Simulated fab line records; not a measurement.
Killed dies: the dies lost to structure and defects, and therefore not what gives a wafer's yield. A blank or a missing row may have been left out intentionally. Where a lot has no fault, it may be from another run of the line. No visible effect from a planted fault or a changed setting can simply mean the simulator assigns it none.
Matching of chambers :: flow nand harc :: NHARC_A_SLIT_ETCH_29 on rie diel-11 has 4 sister chambers
The step etches the open film in CF4/O2, target depth 100 nm, overetch 10 nm, time 55 s. 8 wafers are shown with their chamber, then 8 later ones without.

== WAFERS WITH THEIR CHAMBER ==
wafer: L080.2
chamber: 3
showerhead plenum p Torr (Torr): 1.44
drypump motor current A (A): 5.5

wafer: L087.2
chamber: 0
showerhead plenum p Torr (Torr): 1.33
drypump motor current A (A): 5.3

wafer: L087.3
chamber: 1
showerhead plenum p Torr (Torr): 1.31
drypump motor current A (A): 6.2

wafer: L087.6
chamber: 2
showerhead plenum p Torr (Torr): 1.41
drypump motor current A (A): 6.4

wafer: L090.2
chamber: 3
showerhead plenum p Torr (Torr): 1.43
drypump motor current A (A): 5.4

wafer: L090.3
chamber: 1
showerhead plenum p Torr (Torr): 1.31
drypump motor current A (A): 6.1

wafer: L090.6
chamber: 0
showerhead plenum p Torr (Torr): 1.33
drypump motor current A (A): 5.3

wafer: L093.2
chamber: 2
showerhead plenum p Torr (Torr): 1.41
drypump motor current A (A): 6.4

== WAFERS WHOSE CHAMBER IS MISSING ==
wafer: L093.3
showerhead plenum p Torr (Torr): 1.43
drypump motor current A (A): 5.5

wafer: L093.4
showerhead plenum p Torr (Torr): 1.33
drypump motor current A (A): 5.3

wafer: L094.4
showerhead plenum p Torr (Torr): 1.33
drypump motor current A (A): 5.3

wafer: L094.5
showerhead plenum p Torr (Torr): 1.33
drypump motor current A (A): 5.3

wafer: L094.6
showerhead plenum p Torr (Torr): 1.31
drypump motor current A (A): 6.1

wafer: L096.1
showerhead plenum p Torr (Torr): 1.41
drypump motor current A (A): 6.4

wafer: L096.4
showerhead plenum p Torr (Torr): 1.33
drypump motor current A (A): 5.3

wafer: L096.5
showerhead plenum p Torr (Torr): 1.31
drypump motor current A (A): 6.2

== EACH ONE'S CHAMBER ==
wafer: L093.3
from the rows above: 3
in truth: 3

wafer: L093.4
from the rows above: 0
in truth: 0

wafer: L094.4
from the rows above: 0
in truth: 0

wafer: L094.5
from the rows above: 0
in truth: 0

wafer: L094.6
from the rows above: 1
in truth: 1

wafer: L096.1
from the rows above: 2
in truth: 2

wafer: L096.4
from the rows above: 0
in truth: 0

wafer: L096.5
from the rows above: 1
in truth: 1
8 of 8 placed correctly. Can't be placed from these rows: 0. Wrongly placed: 0.
How it was worked out, from the rows above alone: a wafer's distance from a chamber is the root of the sum, over the readings, of the square of ((its reading less the chamber's mean) divided by the reading's scatter). If the next closest chamber is less than 2 further off than the closest, the wafer can't be placed; otherwise it belongs to the closest. For every chamber, the mean is computed from those of its wafers that are shown. How the scatter is found: for the shown wafers, subtract from each reading the mean of its chamber, square and add these, divide the total by (wafers less chambers), then take the root.
